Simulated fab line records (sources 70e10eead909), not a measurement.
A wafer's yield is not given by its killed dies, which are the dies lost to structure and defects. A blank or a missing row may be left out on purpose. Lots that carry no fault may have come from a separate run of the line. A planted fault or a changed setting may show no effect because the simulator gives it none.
fab line records	flow nand-harc	part 1 of 2: steps 1 to 4 of 6
[record] lots = 24	wafers = 72	last-day = 34
route steps=1302 shown A_STAIRCASE@686
lots that met no fault: from a run of the same line without faults
start-h: hours from the record's first day to the start of the lot's first wafer shown	wait-h: time in hours since the lot's previous step	" the same as in the row above	L1.1+2: several wafers, shown together as one row	- no value present, or no start provided	* or withheld: withheld	< > ~ a bound
route shown NAME@n: NAME is a module with steps in the file, n the number in the route of the first one	usual: mean/standard deviation taken from wafers without a fault	same: alike in all rows	chamber/n: place in a boat	sites: readings site by site	_std_site: their standard deviation	_edge_site: mean of outer sites minus mean of inner sites	radius-mm: for every site, how far away it sits from the centre of the wafer	mask NAME#n: copy n	behind: the most recent tool/chamber to have shaped the wafer	hold: the reason the lot was held/the length of the hold in hours/how it ended	device: the n, p or np transistor that did not switch	end of line: tests of these same wafers at the route's end	a step given without rows: its recipe and nothing more	killed: the dies lost at the first sort to structure and to defects; this is not the yield of the wafer	map: a wafer's dies, x killed, . not, _ none there
set.NAME: the run value of the setting; set.NAME@STEP: its run value at that earlier step	model.NAME: the simulator's own value behind a step, which no gauge read
steps of the route over a sample of lots; a table a step, a row a wafer
services: the hour from which a tool's chamber was out of use, counted from the record's first day as start-h (under 0 if before that day), plus the number of hours and why
[[steps]]
[step NHARC_A_STAIRCASE_STRIP_175]
[recipe] power-w = 1500	temp-c = 250	chemistry = O2
[usual] drypump-motor-current-A = 5.9/0.43	heater-power-w = 308/15
lot.wafer	tool	chamber	start-h	wait-h	drypump-motor-current-A	heater-power-w	rf-hours-counter-h
L075.1	plasma-asher-02	0	358.17	0.1	6.0	299	24
L075.4	"	1	"	"	6.5	322	-
L075.3	"	0	"	"	6.0	307	-
L074.1	plasma-asher-02	1	358.40	0.4	6.6	324	24
L074.3	"	0	"	"	6.0	294	-
L074.5	"	1	"	"	6.5	323	-
L076.1	plasma-asher-02	1	381.72	0.1	6.5	330	29
L076.4	"	0	"	"	6.0	308	-
L076.6	"	1	"	"	6.5	331	-
L078.3	plasma-asher-02	1	390.19	0.2	6.5	319	-
L078.4	"	0	"	"	6.0	295	-
L078.6	"	1	"	"	6.5	330	-
L079.1	plasma-asher-01	1	393.92	0.1	5.6	289	9
L079.4	"	0	"	"	5.4	311	-
L079.5	"	0	"	"	5.4	314	-
L077.3	plasma-asher-01	0	394.51	0.2	5.4	318	-
L077.6	"	1	"	"	5.5	286	-
L077.5	"	0	"	"	5.4	302	-
L080.2	plasma-asher-01	1	414.81	0.1	5.6	283	13
L080.4	"	0	"	"	5.4	308	-
L080.6	"	0	"	"	5.4	315	-
L081.3	plasma-asher-01	1	425.93	0.2	5.5	296	-
L081.4	"	0	"	"	5.4	306	-
L081.5	"	0	"	"	5.4	311	-
L082.3	plasma-asher-01	1	432.46	0.2	5.5	284	-
L082.5	"	1	"	"	5.5	294	-
L082.6	"	0	"	"	5.4	311	-
L083.1	plasma-asher-01	0	432.65	0.1	5.4	313	16
L083.2	"	1	"	"	5.5	295	16
L083.3	"	0	"	"	5.4	310	-
L084.2	plasma-asher-02	0	454.65	0.1	6.0	290	5
L084.3	"	0	"	"	6.0	292	-
L084.6	"	1	"	"	6.5	320	-
L085.4	plasma-asher-02	0	473.47	0.3	6.0	298	-
L085.6	"	0	"	"	6.0	290	-
L085.5	"	1	"	"	6.5	323	-
L086.2	plasma-asher-01	0	480.08	0.1	5.4	313	26
L086.5	"	1	"	"	5.5	298	-
L086.6	"	0	"	"	5.4	319	-
L087.2	plasma-asher-02	0	487.46	0.1	6.0	293	12
L087.3	"	1	"	"	6.5	318	-
L087.6	"	0	"	"	6.0	294	-
L088.3	plasma-asher-01	1	505.86	0.2	5.5	294	-
L088.4	"	0	"	"	5.4	316	-
L088.6	"	0	"	"	5.4	312	-
L089.3	plasma-asher-02	0	506.47	0.2	6.0	292	-
L089.4	"	1	"	"	6.5	323	-
L089.5	"	1	"	"	6.5	330	-
L091.1	plasma-asher-02	1	516.78	0.1	6.5	326	18
L091.4	"	0	"	"	6.0	298	-
L091.6	"	1	"	"	6.4	322	-
L090.2	plasma-asher-02	0	517.51	0.1	6.0	295	18
L090.3	"	0	"	"	6.0	305	-
L090.6	"	1	"	"	6.5	326	-
L092.3	plasma-asher-01	1	529.67	0.4	5.6	293	-
L092.4	"	0	"	"	5.4	330	-
L092.5	"	0	"	"	5.4	328	-
L093.2	plasma-asher-01	1	533.54	0.1	5.6	296	2
L093.4	"	0	"	"	5.4	332	-
L093.3	"	1	"	"	5.6	307	-
L094.4	plasma-asher-02	1	553.64	0.2	6.5	320	-
L094.6	"	1	"	"	6.5	327	-
L094.5	"	0	"	"	6.0	297	-
L096.1	plasma-asher-02	0	570.91	0.1	6.0	292	29
L096.4	"	0	"	"	6.0	297	-
L096.5	"	0	"	"	6.0	297	-
L095.2	plasma-asher-01	0	571.17	0.1	5.4	332	9
L095.4	"	1	"	"	5.5	288	-
L095.5	"	1	"	"	5.5	289	-
L097.1	plasma-asher-02	0	594.26	0.1	6.0	298	34
L097.3	"	0	"	"	6.0	286	-
L097.5	"	0	"	"	6.1	294	-
[step NHARC_A_STAIRCASE_TRIM_193]
[recipe] time-s = 211.2	o2-flow-sccm = 500	ar-flow-sccm = 0	bias-w = 0	chemistry = O2
[usual] drypump-motor-current-A = 5.9/0.5	oes-product-au = 1.001/0.011	rf-vpp-V = 58.0/0.89	showerhead-plenum-p-Torr = 3.60/0.15	throttle-valve-pct = 17.036/0.0084
lot.wafer	tool	chamber	start-h	wait-h	drypump-motor-current-A	oes-product-au	rf-hours-counter-h	rf-vpp-V	showerhead-plenum-p-Torr	throttle-valve-pct
L075.4	rie-diel-02	2	-	-	5.5	1.001	43	58.2	3.56	17.044
L075.3	"	3	"	"	5.6	1.016	40	58.9	3.65	17.030
L075.1	"	0	"	"	6.7	0.996	43	57.4	3.64	17.035
L074.1	rie-diel-12	3	-	-	5.9	1.006	20	58.9	3.68	17.055
L074.3	"	0	"	"	5.8	0.994	22	57.1	3.30	17.031
L074.5	"	1	"	"	6.7	0.979	-	57.2	3.65	17.042
L076.4	rie-diel-12	3	-	-	5.9	1.004	30	58.1	3.67	17.037
L076.1	"	1	"	"	6.7	0.989	31	57.3	3.64	17.040
L076.6	"	3	"	"	5.9	1.007	-	59.5	3.67	17.035
L078.4	rie-diel-02	3	-	-	5.6	1.000	55	56.8	3.64	17.018
L078.3	"	2	"	"	5.5	0.986	59	58.4	3.55	17.033
L078.6	"	0	"	"	6.7	1.009	-	57.4	3.64	17.040
L079.1	rie-diel-12	0	-	-	5.8	0.992	39	57.9	3.29	17.030
L079.4	"	1	"	"	6.7	0.990	36	57.5	3.64	17.037
L079.5	"	0	"	"	5.8	1.000	-	56.3	3.29	17.042
L077.3	rie-diel-04	3	-	-	6.1	0.993	13	58.1	3.73	17.033
L077.5	"	3	"	"	6.1	0.995	-	59.5	3.73	17.034
L077.6	"	0	"	"	5.3	1.011	-	58.0	3.46	17.045
L080.2	rie-diel-12	2	-	-	5.3	1.002	44	57.6	3.38	17.062
L080.4	"	0	"	"	5.8	0.999	46	57.7	3.29	17.031
L080.6	"	2	"	"	5.3	1.005	-	57.7	3.38	17.038
L081.3	rie-diel-04	1	-	-	6.0	0.999	22	58.8	3.80	17.028
L081.4	"	3	"	"	6.1	0.990	25	59.0	3.72	17.032
L081.5	"	2	"	"	6.3	1.006	-	57.9	3.79	17.034
L082.3	rie-diel-04	3	-	-	6.1	1.010	27	57.9	3.72	17.044
L082.6	"	0	"	"	5.3	1.013	-	57.8	3.46	17.038
L082.5	"	1	"	"	6.0	0.991	-	60.3	3.79	17.026
L083.3	rie-diel-12	2	-	-	5.3	1.014	49	59.1	3.37	17.025
L083.2	"	3	"	"	5.9	1.015	48	57.4	3.66	17.035
L083.1	"	0	"	"	5.8	0.996	50	58.7	3.29	17.035
L084.3	rie-diel-12	1	-	-	6.7	1.000	0	57.3	3.63	17.028
L084.2	"	2	"	"	5.3	1.020	0	56.7	3.37	17.037
L084.6	"	1	"	"	6.7	1.004	-	57.8	3.63	17.035
L085.4	rie-diel-12	1	-	-	6.7	1.000	7	57.5	3.63	17.038
L085.6	"	0	"	"	5.8	0.988	-	58.7	3.80	17.042
L085.5	"	1	"	"	6.7	0.998	-	58.1	3.63	17.035
L086.2	rie-diel-12	2	-	-	5.3	1.008	8	57.7	3.37	17.036
L086.6	"	2	"	"	5.3	1.014	-	57.0	3.37	17.031
L086.5	"	3	"	"	5.9	1.009	-	57.6	3.66	17.033
L087.2	rie-diel-12	3	-	-	5.9	1.007	8	59.1	3.66	17.033
L087.3	"	0	"	"	5.8	0.996	10	59.2	3.80	17.032
L087.6	"	3	"	"	5.9	1.002	-	59.2	3.66	17.043
L089.4	rie-diel-04	1	-	-	6.0	0.997	51	59.1	3.78	17.042
L089.3	"	2	"	"	6.3	1.004	53	58.1	3.78	17.032
L089.5	"	1	"	"	6.1	0.995	-	58.6	3.78	17.024
L088.3	rie-diel-02	3	-	-	5.6	0.995	35	56.8	3.62	17.037
L088.4	"	0	"	"	6.7	0.980	35	57.0	3.62	17.045
L088.6	"	3	"	"	5.6	0.990	-	58.1	3.62	17.043
L091.1	rie-diel-04	3	-	-	6.1	0.995	53	58.2	3.71	17.030
L091.4	"	0	"	"	5.3	1.008	48	57.0	3.44	17.030
L091.6	"	1	"	"	6.0	0.981	-	57.3	3.78	17.045
L090.2	rie-diel-12	3	-	-	5.9	1.011	22	58.6	3.65	17.046
L090.3	"	0	"	"	5.8	1.013	23	57.8	3.79	17.043
L090.6	"	3	"	"	5.9	1.011	-	58.6	3.65	17.040
L092.3	rie-diel-04	3	-	-	6.1	1.000	56	56.7	3.70	17.044
L092.4	"	0	"	"	5.3	1.007	51	57.5	3.44	17.029
L092.5	"	3	"	"	6.1	0.998	-	59.7	3.70	17.041
L093.2	rie-diel-12	2	-	-	5.3	1.006	19	58.1	3.36	17.042
L093.4	"	3	"	"	5.9	1.011	28	57.7	3.64	17.034
L093.3	"	0	"	"	5.8	0.999	30	58.1	3.79	17.029
L094.4	rie-diel-12	2	-	-	5.3	1.026	28	56.3	3.36	17.050
L094.6	"	1	"	"	6.7	0.985	-	57.6	3.61	17.041
L094.5	"	2	"	"	5.3	1.019	-	57.5	3.36	17.026
L096.4	rie-diel-02	3	-	-	5.6	1.005	55	58.1	3.60	17.013
L096.1	"	2	"	"	5.5	0.988	54	57.6	3.52	17.028
L096.5	"	3	"	"	5.6	1.008	-	57.2	3.61	17.031
L095.2	rie-diel-04	3	-	-	6.1	0.995	6	58.1	3.70	17.047
L095.4	"	0	"	"	5.3	1.013	5	57.3	3.44	17.028
L095.5	"	2	"	"	6.3	0.994	-	57.8	3.77	17.038
L097.3	rie-diel-12	1	-	-	6.7	0.996	55	57.9	3.60	17.048
L097.1	"	2	"	"	5.3	1.027	40	57.3	3.35	17.046
L097.5	"	0	"	"	5.8	1.008	-	59.2	3.78	17.040
[step NHARC_A_STAIRCASE_STRIP_205]
[recipe] power-w = 1500	temp-c = 250	chemistry = O2
[usual] drypump-motor-current-A = 5.9/0.43	heater-power-w = 308/15
lot.wafer	tool	chamber	start-h	wait-h	drypump-motor-current-A	heater-power-w	rf-hours-counter-h
L075.1	plasma-asher-02	0	365.50	0.1	6.0	303	26
L075.3	"	1	"	"	6.5	320	-
L075.4	"	0	"	"	6.0	299	-
L074.1	plasma-asher-01	0	365.92	0.1	5.4	311	2
L074.3	"	1	"	"	5.5	289	-
L074.5	"	1	"	"	5.5	294	-
L076.1	plasma-asher-01	0	385.47	0.1	5.4	313	6
L076.4	"	1	"	"	5.5	300	-
L076.6	"	1	"	"	5.6	292	-
L078.3	plasma-asher-02	0	394.41	0.2	6.0	302	-
L078.4	"	1	"	"	6.5	329	-
L078.6	"	0	"	"	6.0	303	-
L079.1	plasma-asher-01	0	397.57	0.1	5.4	314	9
L079.4	"	1	"	"	5.5	292	-
L079.5	"	1	"	"	5.5	289	-
L077.3	plasma-asher-01	1	398.11	0.2	5.6	289	-
L077.5	"	1	"	"	5.5	292	-
L077.6	"	0	"	"	5.4	314	-
L080.2	plasma-asher-01	0	418.92	0.1	5.4	306	14
L080.4	"	1	"	"	5.5	292	-
L080.6	"	1	"	"	5.5	291	-
L081.3	plasma-asher-01	0	429.48	0.2	5.4	313	-
L081.4	"	1	"	"	5.5	301	-
L081.5	"	0	"	"	5.4	320	-
L082.3	plasma-asher-02	0	436.16	0.2	6.0	295	-
L082.5	"	0	"	"	6.0	292	-
L082.6	"	1	"	"	6.5	316	-
L083.1	plasma-asher-01	1	436.33	0.1	5.5	297	17
L083.2	"	0	"	"	5.4	315	17
L083.3	"	0	"	"	5.4	306	-
L084.2	plasma-asher-02	0	458.72	0.1	6.0	297	6
L084.3	"	1	"	"	6.5	322	-
L084.6	"	0	"	"	6.0	293	-
L085.4	plasma-asher-02	0	477.23	0.2	6.0	294	-
L085.5	"	1	"	"	6.5	329	-
L085.6	"	0	"	"	6.0	297	-
L086.2	plasma-asher-01	0	483.66	0.1	5.4	323	27
L086.5	"	1	"	"	5.6	290	-
L086.6	"	0	"	"	5.4	326	-
L087.2	plasma-asher-02	1	490.97	0.1	6.4	329	13
L087.3	"	1	"	"	6.5	320	-
L087.6	"	1	"	"	6.5	326	-
L089.4	plasma-asher-01	0	510.37	0.2	5.4	316	-
L089.3	"	1	"	"	5.5	293	-
L089.5	"	0	"	"	5.4	308	-
L088.3	plasma-asher-01	0	512.27	0.2	5.4	318	-
L088.4	"	1	"	"	5.6	288	-
L088.6	"	1	"	"	5.5	289	-
L091.1	plasma-asher-02	1	520.52	0.1	6.5	326	19
L091.4	"	1	"	"	6.5	327	-
L091.6	"	1	"	"	6.5	326	-
L090.2	plasma-asher-02	1	521.39	0.1	6.5	336	19
L090.3	"	0	"	"	6.0	300	-
L090.6	"	1	"	"	6.5	324	-
L092.4	plasma-asher-02	1	533.39	0.2	6.5	320	-
L092.3	"	0	"	"	6.0	299	-
L092.5	"	1	"	"	6.5	328	-
L093.2	plasma-asher-01	1	537.24	0.1	5.5	306	2
L093.4	"	1	"	"	5.5	295	-
L093.3	"	0	"	"	5.4	321	-
L094.4	plasma-asher-02	0	557.32	0.2	6.0	291	-
L094.5	"	0	"	"	6.0	296	-
L094.6	"	1	"	"	6.5	326	-
L096.1	plasma-asher-01	1	574.82	0.1	5.6	309	9
L096.4	"	0	"	"	5.4	332	-
L096.5	"	1	"	"	5.6	296	-
L095.2	plasma-asher-02	1	575.12	0.1	6.5	325	29
L095.4	"	1	"	"	6.5	328	-
L095.5	"	1	"	"	6.5	324	-
L097.1	plasma-asher-02	0	599.27	0.1	6.0	294	34
L097.3	"	0	"	"	6.0	295	-
L097.5	"	1	"	"	6.5	317	-
[step NHARC_A_STAIRCASE_DESCUM_219]
[recipe] time-s = 3	o2-flow-sccm = 200	ar-flow-sccm = 0	bias-power-w = 0	chemistry = O2
[usual] drypump-motor-current-A = 5.8/0.5	oes-product-au = 1.000/0.011	rf-vpp-V = 57.9/0.95	showerhead-plenum-p-Torr = 1.96/0.086	throttle-valve-pct = 11.311/0.0099
lot.wafer	tool	chamber	start-h	wait-h	drypump-motor-current-A	oes-product-au	rf-hours-counter-h	rf-vpp-V	showerhead-plenum-p-Torr	throttle-valve-pct
L075.4	rie-diel-12	2	367.05	-	5.3	0.999	23	57.3	1.83	11.311
L075.3	"	3	"	"	5.9	1.016	24	57.1	2.00	11.314
L075.1	"	1	"	"	6.7	0.980	25	57.9	1.98	11.309
L074.1	rie-diel-12	0	367.41	-	5.8	1.009	26	56.7	1.78	11.305
L074.3	"	1	"	"	6.7	0.985	25	57.3	1.98	11.299
L074.5	"	3	"	"	5.9	1.015	-	60.0	2.00	11.316
L076.4	rie-diel-04	3	386.93	-	6.1	0.998	10	59.4	2.03	11.334
L076.1	"	1	"	"	6.0	0.988	8	59.3	2.07	11.326
L076.6	"	3	"	"	6.1	1.007	-	57.6	2.03	11.334
L078.3	rie-diel-02	1	395.70	-	5.0	1.001	57	57.9	1.91	11.316
L078.4	"	2	"	"	5.5	0.978	59	58.3	1.92	11.302
L078.6	"	2	"	"	5.5	0.982	-	58.6	1.92	11.310
L079.1	rie-diel-04	1	399.04	-	6.0	0.988	12	57.1	2.07	11.318
L079.4	"	3	"	"	6.1	0.986	14	57.1	2.03	11.325
L079.5	"	1	"	"	6.0	0.981	-	57.7	2.07	11.330
L077.3	rie-diel-12	2	399.40	-	5.3	1.005	36	57.8	1.83	11.317
L077.5	"	2	"	"	5.3	1.019	-	56.2	1.83	11.304
L077.6	"	1	"	"	6.7	0.991	-	57.3	1.98	11.307
L080.2	rie-diel-04	2	420.28	-	6.3	1.000	23	58.0	2.07	11.300
L080.4	"	3	"	"	6.0	0.989	22	58.4	2.03	11.306
L080.6	"	2	"	"	6.3	1.003	-	58.2	2.07	11.319
L081.4	rie-diel-04	2	430.91	-	6.3	1.003	26	57.8	2.07	11.304
L081.3	"	1	"	"	6.0	0.991	23	57.7	2.07	11.322
L081.5	"	2	"	"	6.3	1.005	-	59.9	2.07	11.302
L082.3	rie-diel-12	3	437.47	-	5.9	1.003	48	58.7	1.99	11.310
L082.5	"	0	"	"	5.8	0.992	-	56.9	1.77	11.304
L082.6	"	1	"	"	6.7	0.980	-	56.4	1.97	11.321
L083.1	rie-diel-02	2	437.85	-	5.5	1.003	9	58.5	1.92	11.327
L083.3	"	3	"	"	5.6	1.025	10	58.9	1.97	11.310
L083.2	"	0	"	"	6.7	0.994	11	58.2	1.97	11.324
L084.3	rie-diel-12	0	460.20	-	5.8	1.006	1	58.8	2.08	11.300
L084.2	"	1	"	"	6.7	1.008	1	57.6	1.97	11.303
L084.6	"	2	"	"	5.3	1.010	-	57.0	1.82	11.302
L085.4	rie-diel-04	2	478.61	-	6.3	1.013	46	58.6	2.06	11.295
L085.6	"	1	"	"	6.0	0.993	-	56.5	2.06	11.317
L085.5	"	2	"	"	6.3	1.002	-	57.8	2.06	11.305
L086.2	rie-diel-02	1	485.13	-	5.0	0.996	22	58.4	1.91	11.300
L086.6	"	1	"	"	5.0	0.998	-	57.3	1.91	11.303
L086.5	"	2	"	"	5.5	0.996	-	58.6	1.92	11.314
L087.3	rie-diel-02	1	492.46	-	5.1	1.001	25	58.0	1.91	11.309
L087.2	"	0	"	"	6.7	0.992	28	57.7	1.97	11.319
L087.6	"	1	"	"	5.1	0.999	-	59.1	1.91	11.311
L089.4	rie-diel-04	3	511.79	-	6.1	0.979	51	58.3	2.02	11.297
L089.3	"	0	"	"	5.3	1.005	46	56.1	1.86	11.318
L089.5	"	2	"	"	6.3	1.007	-	58.6	2.06	11.318
L088.4	rie-diel-12	3	513.78	-	5.9	1.004	20	57.2	1.98	11.324
L088.3	"	2	"	"	5.3	1.012	13	57.4	1.82	11.307
L088.6	"	0	"	"	5.8	1.001	-	58.5	2.07	11.305
L091.1	rie-diel-04	0	521.92	-	5.3	1.005	48	57.8	1.86	11.315
L091.4	"	1	"	"	6.1	0.993	55	59.3	2.06	11.320
L091.6	"	3	"	"	6.0	1.000	-	58.5	2.02	11.319
L090.2	rie-diel-02	0	522.74	-	6.7	0.992	39	58.7	1.96	11.318
L090.3	"	1	"	"	5.0	0.994	36	57.7	1.90	11.315
L090.6	"	3	"	"	5.5	1.008	-	58.2	1.96	11.321
L092.4	rie-diel-04	0	534.82	-	5.3	1.011	52	58.5	1.86	11.301
L092.3	"	2	"	"	6.3	0.998	61	58.2	2.06	11.295
L092.5	"	3	"	"	6.0	0.996	-	57.8	2.02	11.313
L093.2	rie-diel-02	1	538.75	-	5.1	0.997	43	58.3	1.90	11.307
L093.3	"	2	"	"	5.5	1.002	43	57.1	1.91	11.324
L093.4	"	0	"	"	6.7	0.984	45	57.4	1.96	11.333
L094.4	rie-diel-02	3	558.63	-	5.6	1.008	52	58.5	1.96	11.309
L094.5	"	0	"	"	6.6	0.989	-	58.6	1.96	11.326
L094.6	"	1	"	"	5.1	1.003	-	57.8	1.90	11.298
L096.4	rie-diel-04	1	577.87	-	6.0	1.006	9	58.0	2.05	11.320
L096.1	"	0	"	"	5.3	1.000	10	56.5	1.86	11.314
L096.5	"	1	"	"	6.0	0.998	-	56.4	2.05	11.304
L095.4	rie-diel-12	2	577.89	-	5.3	1.016	36	55.9	1.81	11.309
L095.2	"	3	"	"	5.9	1.017	41	58.9	1.98	11.321
L095.5	"	2	"	"	5.3	1.026	-	56.9	1.81	11.306
L097.1	rie-diel-12	1	600.79	-	6.7	1.006	56	58.0	1.95	11.320
L097.3	"	2	"	"	5.3	1.020	41	58.1	1.81	11.304
L097.5	"	2	"	"	5.3	1.013	-	56.2	1.81	11.314
